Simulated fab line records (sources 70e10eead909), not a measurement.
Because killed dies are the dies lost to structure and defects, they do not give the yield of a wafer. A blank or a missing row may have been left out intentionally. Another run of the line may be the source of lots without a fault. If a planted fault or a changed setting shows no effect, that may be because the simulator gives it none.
Matching of chambers | flow nand-harc | NHARC_A_CHANNEL_FILL_D1_ETCHBACK_20 on rie-diel-05: 4 sister chambers
The step etches the open film in C4F8/O2/Ar, target depth 27 nm, time 13.5 s. 14 wafers are shown with their chamber, then 7 later ones without.

## EACH WAFER AND ITS CHAMBER
wafer  | chamber | rf-vpp-V (V) | oes-product-au (a.u.)
L075.2 | 2       | 983          | 1.02
L075.4 | 0       | 976          | 0.98
L075.6 | 3       | 985          | 1.00
L077.1 | 0       | 975          | 0.98
L077.2 | 3       | 986          | 0.98
L077.3 | 2       | 984          | 1.00
L077.4 | 1       | 974          | 1.01
L077.5 | 2       | 983          | 1.01
L077.6 | 1       | 973          | 1.00
L078.1 | 1       | 973          | 1.00
L078.3 | 2       | 982          | 1.01
L078.4 | 0       | 973          | 1.00
L080.2 | 0       | 973          | 0.92
L080.3 | 1       | 973          | 0.93

SIGNATURES, as means of the wafers listed above
reading        | chamber 0 | chamber 1 | chamber 2 | chamber 3 | scatter within a chamber
rf-vpp-V       | 974.25    | 973.25    | 983.00    | 985.50    | 1
oes-product-au | 0.9700    | 0.9850    | 1.0100    | 0.9900    | 0.0285
Rule: for a wafer and a chamber, the distance is found by dividing, reading by reading, the gap between the wafer's reading and the chamber's mean by the reading's scatter, squaring, summing and taking the root. If the next closest chamber is less than 2 further off than the closest, the wafer can't be placed; otherwise it belongs to the closest. The scatter: take each reading less its chamber's mean, square it, sum over the shown wafers, divide by the number of wafers less the number of chambers, and take the root.

## WAFERS WITHOUT THEIR CHAMBER
wafer  | rf-vpp-V (V) | oes-product-au (a.u.)
L080.6 | 976          | 0.93
L087.4 | 976          | 0.93
L087.5 | 985          | 0.93
L087.6 | 974          | 0.93
L092.2 | 984          | 0.92
L092.5 | 972          | 0.93
L092.6 | 984          | 0.93

## WHICH CHAMBER EACH ONE RAN IN
wafer  | from the rows above     | in truth
L080.6 | can't be placed: 0 or 1 | 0
L087.4 | can't be placed: 0 or 1 | 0
L087.5 | can't be placed: 3 or 2 | 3
L087.6 | can't be placed: 0 or 1 | 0
L092.2 | can't be placed: 3 or 2 | 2
L092.5 | can't be placed: 1 or 0 | 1
L092.6 | can't be placed: 3 or 2 | 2
Correct placement for 0 of the 7. Not placeable from these rows: 7 (in 7, the candidates include the true chamber). Wrongly placed: 0.
